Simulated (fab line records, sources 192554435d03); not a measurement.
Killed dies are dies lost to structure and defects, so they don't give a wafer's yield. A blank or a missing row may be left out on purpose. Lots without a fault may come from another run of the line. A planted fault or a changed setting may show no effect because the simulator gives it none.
Which tool did it? | flow n5_finfet | 22 lots, 66 wafers sampled, at 3 steps of a route of 1938

WHAT THE GAUGES READ, wafer by wafer
N5_BEOL_M0_SAQP_OVL_MEAS_41. Usual: M0_CUT1_OVL 0.9 nm, standard deviation 0.7.
lot  | measured     | on         | M0_CUT1_OVL (nm) | flag
L074 | day 5 20:45  | overlay-01 | 1.6 0.8 1.7      |
L075 | day 5 23:56  | overlay-02 | 0.4 -0.6 0.2     |
L076 | day 6 08:20  | overlay-01 | 1.8 1.7 1.9      |
L078 | day 6 19:02  | overlay-02 | 1.4 0.3 0.3      |
L079 | day 6 20:10  | overlay-02 | 0.0 -0.4 0.3     |
L080 | day 7 00:59  | overlay-02 | 0.2 0.2 0.0      |
L081 | day 7 08:58  | overlay-02 | 1.0 1.2 0.8      |
L082 | day 7 17:19  | overlay-01 | 1.0 0.6 0.7      |
L083 | day 8 00:56  | overlay-01 | 1.3 1.7 2.3      |
L084 | day 8 04:01  | overlay-01 | 1.9 1.2 0.8      |
L086 | day 8 13:25  | overlay-01 | 1.4 1.9 1.3      |
L085 | day 8 20:47  | overlay-01 | 2.2 1.6 1.9      |
L087 | day 9 01:50  | overlay-01 | 0.7 1.1 0.9      |
L088 | day 9 04:30  | overlay-02 | 1.3 0.9 1.0      |
L089 | day 9 12:54  | overlay-02 | -0.3 -0.4 0.2    |
L090 | day 9 21:20  | overlay-02 | 0.9 -0.1 0.4     |
L091 | day 10 02:07 | overlay-02 | 0.3 -0.3 -0.2    |
L092 | day 10 04:09 | overlay-02 | 1.2 1.2 1.1      |
L093 | day 10 12:19 | overlay-02 | 1.4 -0.5 1.3     |
L094 | day 10 15:11 | overlay-02 | 0.7 -0.3 0.1     |
L095 | day 10 22:24 | overlay-02 | 1.0 1.3 1.7      |
L097 | day 11 10:08 | overlay-02 | 0.5 1.2 1.2      |

WHICH TOOL RAN EACH LOT (tool, then ch and the chambers of the sampled wafers, then the start)
lot  | N5_BEOL_M0_SAQP_ILD_DEP_01      | N5_BEOL_M0_SAQP_STRIP_86
L074 | pecvd-03 ch 0,1,2, day 5 12:49  | rie_diel-03 ch 0,1,3, day 5 16:57
L075 | pecvd-02 ch 1,2, day 5 16:57    | rie_diel-03 ch 0,3, day 5 20:22
L076 | pecvd-04 ch 0,1, day 6 02:53    | rie_diel-06 ch 0,3, day 6 04:53
L078 | pecvd-04 ch 0,2, day 6 09:40    | rie_diel-05 ch 0,2, day 6 15:29
L079 | pecvd-02 ch 0,2, day 6 14:20    | rie_diel-03 ch 0,3, day 6 16:43
L080 | pecvd-03 ch 0,2, day 6 20:07    | rie_diel-06 ch 0,3, day 6 21:19
L081 | pecvd-04 ch 0,2, day 7 03:32    | rie_diel-06 ch 0,2,3, day 7 05:32
L082 | pecvd-02 ch 0,2, day 7 11:27    | rie_diel-03 ch 0,1,3, day 7 13:49
L083 | pecvd-02 ch 0,1, day 7 18:29    | rie_diel-03 ch 1,2, day 7 20:40
L084 | pecvd-02 ch 0,2, day 7 22:40    | rie_diel-05 ch 0,1,3, day 8 00:30
L086 | pecvd-04 ch 0,1, day 8 05:59    | rie_diel-05 ch 0,2,3, day 8 08:17
L085 | pecvd-03 ch 0,1, day 8 09:20    | rie_diel-06 ch 0,3, day 8 12:12
L087 | pecvd-02 ch 0,1,2, day 8 19:11  | rie_diel-03 ch 0,1, day 8 21:26
L088 | pecvd-04 ch 0,1,2, day 8 22:10  | rie_diel-06 ch 0,2, day 9 00:47
L089 | pecvd-03 ch 0,1,2, day 9 05:04  | rie_diel-06 ch 0,3, day 9 07:57
L090 | pecvd-02 ch 0,2, day 9 13:22    | rie_diel-03 ch 0,3, day 9 17:35
L091 | pecvd-04 ch 1,2, day 9 17:16    | rie_diel-03 ch 0,1,3, day 9 20:52
L092 | pecvd-03 ch 1,2, day 9 22:23    | rie_diel-05 ch 1,3, day 9 23:47
L093 | pecvd-04 ch 0,1, day 10 05:06   | rie_diel-03 ch 0,1,3, day 10 08:50
L094 | pecvd-02 ch 0,1,2, day 10 09:19 | rie_diel-06 ch 0,3, day 10 11:34
L095 | pecvd-02 ch 1,2, day 10 17:10   | rie_diel-06 ch 1,2,3, day 10 19:04
L097 | pecvd-02 ch 0,2, day 11 04:20   | rie_diel-05 ch 1,2,3, day 11 06:14
- N5_BEOL_M0_SAQP_ILD_DEP_01: deposits SiOC from DEMS/O2, target thk 45.419 nm, time 8.7 s.
- N5_BEOL_M0_SAQP_STRIP_86: strips in N2/H2.

WHAT THE TOOLS THEMSELVES READ (means of the sampled wafers that have a number; where no wafer has one, the mark that the record gives instead)
N5_BEOL_M0_SAQP_ILD_DEP_01. Usual: heater_power_w 502 W, standard deviation 49; showerhead_plenum_p_Torr 5.686 Torr, standard deviation 0.013; susceptor_temp_C 350.02 C, standard deviation 0.21; throttle_valve_pct 11.9 %, standard deviation 0.66.
lot  | tool     | heater_power_w (W) | showerhead_plenum_p_Torr (Torr) | susceptor_temp_C (C) | throttle_valve_pct (%) | flag
L074 | pecvd-03 | 524                | 5.691                           | 350.11               | 12.1                   |
L075 | pecvd-02 | 499                | 5.674                           | 349.94               | 11.3                   |
L076 | pecvd-04 | 480                | 5.684                           | 349.90               | 12.4                   |
L078 | pecvd-04 | 508                | 5.698                           | 349.71               | 12.2                   |
L079 | pecvd-02 | 466                | 5.682                           | 349.92               | 10.9                   |
L080 | pecvd-03 | 514                | 5.687                           | 350.18               | 11.7                   |
L081 | pecvd-04 | 473                | 5.686                           | 350.19               | 12.6                   |
L082 | pecvd-02 | 484                | 5.677                           | 350.15               | 11.1                   |
L083 | pecvd-02 | 580                | 5.690                           | 350.07               | 11.9                   |
L084 | pecvd-02 | 498                | 5.681                           | 349.94               | 10.8                   |
L086 | pecvd-04 | 497                | 5.687                           | 350.05               | 12.2                   |
L085 | pecvd-03 | 551                | 5.708                           | 350.06               | 11.9                   |
L087 | pecvd-02 | 516                | 5.681                           | 350.06               | 11.5                   |
L088 | pecvd-04 | 475                | 5.682                           | 350.28               | 12.2                   |
L089 | pecvd-03 | 513                | 5.692                           | 349.85               | 12.1                   |
L090 | pecvd-02 | 476                | 5.675                           | 350.04               | 11.1                   |
L091 | pecvd-04 | 506                | 5.684                           | 350.07               | 12.1                   |
L092 | pecvd-03 | 498                | 5.683                           | 350.05               | 12.2                   |
L093 | pecvd-04 | 477                | 5.687                           | 350.01               | 12.3                   |
L094 | pecvd-02 | 505                | 5.683                           | 349.98               | 11.6                   |
L095 | pecvd-02 | 444                | 5.674                           | 349.86               | 11.3                   |
L097 | pecvd-02 | 507                | 5.681                           | 350.04               | 11.2                   |

N5_BEOL_M0_SAQP_STRIP_86. Usual: drypump_motor_current_A 5.7 A, standard deviation 0.3; oes_product_au 0.77 a.u., standard deviation 0.078; rf_vpp_V 121.7 V, standard deviation 1.5; showerhead_plenum_p_Torr 3.37 Torr, standard deviation 0.1; throttle_valve_pct 19.11 %, standard deviation 0.24.
lot  | tool        | drypump_motor_current_A (A) | oes_product_au (a.u.) | rf_vpp_V (V) | showerhead_plenum_p_Torr (Torr) | throttle_valve_pct (%) | flag
L074 | rie_diel-03 | 5.6                         | 0.74                  | 121.8        | 3.31                            | 19.31                  |
L075 | rie_diel-03 | 5.3                         | 0.75                  | 121.2        | 3.36                            | 19.38                  |
L076 | rie_diel-06 | 5.8                         | 0.80                  | 123.3        | 3.37                            | 19.12                  |
L078 | rie_diel-05 | 5.7                         | 0.84                  | 121.9        | 3.35                            | 18.74                  |
L079 | rie_diel-03 | 5.3                         | 0.73                  | 122.2        | 3.35                            | 19.38                  |
L080 | rie_diel-06 | 5.8                         | 0.80                  | 121.7        | 3.37                            | 19.13                  |
L081 | rie_diel-06 | 5.7                         | 0.79                  | 121.5        | 3.37                            | 19.09                  |
L082 | rie_diel-03 | 5.7                         | 0.72                  | 121.6        | 3.30                            | 19.34                  |
L083 | rie_diel-03 | 6.0                         | 0.79                  | 121.4        | 3.33                            | 19.00                  |
L084 | rie_diel-05 | 5.9                         | 0.81                  | 122.1        | 3.38                            | 18.90                  |
L086 | rie_diel-05 | 5.8                         | 0.85                  | 121.0        | 3.40                            | 18.86                  |
L085 | rie_diel-06 | 5.8                         | 0.85                  | 122.4        | 3.39                            | 19.07                  |
L087 | rie_diel-03 | 6.0                         | 0.71                  | 121.6        | 3.25                            | 19.30                  |
L088 | rie_diel-06 | 5.6                         | 0.71                  | 120.5        | 3.34                            | 19.14                  |
L089 | rie_diel-06 | 5.8                         | 0.79                  | 122.0        | 3.36                            | 19.15                  |
L090 | rie_diel-03 | 5.3                         | 0.72                  | 121.9        | 3.34                            | 19.43                  |
L091 | rie_diel-03 | 5.6                         | 0.72                  | 121.2        | 3.29                            | 19.37                  |
L092 | rie_diel-05 | 6.0                         | 0.84                  | 122.1        | 3.48                            | 19.07                  |
L093 | rie_diel-03 | 5.6                         | 0.71                  | 121.0        | 3.29                            | 19.39                  |
L094 | rie_diel-06 | 5.8                         | 0.83                  | 122.3        | 3.39                            | 19.11                  |
L095 | rie_diel-06 | 5.7                         | 0.76                  | 121.0        | 3.41                            | 19.10                  |
L097 | rie_diel-05 | 5.8                         | 0.81                  | 121.7        | 3.43                            | 18.94                  |

THE ANSWER, worked out from the rows above alone
Rule: a lot is off if the mean of its wafers that have a number lies more than 3 standard deviations from the usual mean. A lot without any number at a reading at which 4 lots or more have one is off too. The other lots that the step has rows for count as sound. The gauges are gone through in route order, then the tools' own readings, and for those a lot's mean is taken as printed above. The first step at which some lot is off is used, and at that step the reading that is off furthest; a lot without a number counts as furthest.
No lot is off at any reading shown: from this, nothing can be told.

WHAT THE SIMULATOR HAD PUT IN
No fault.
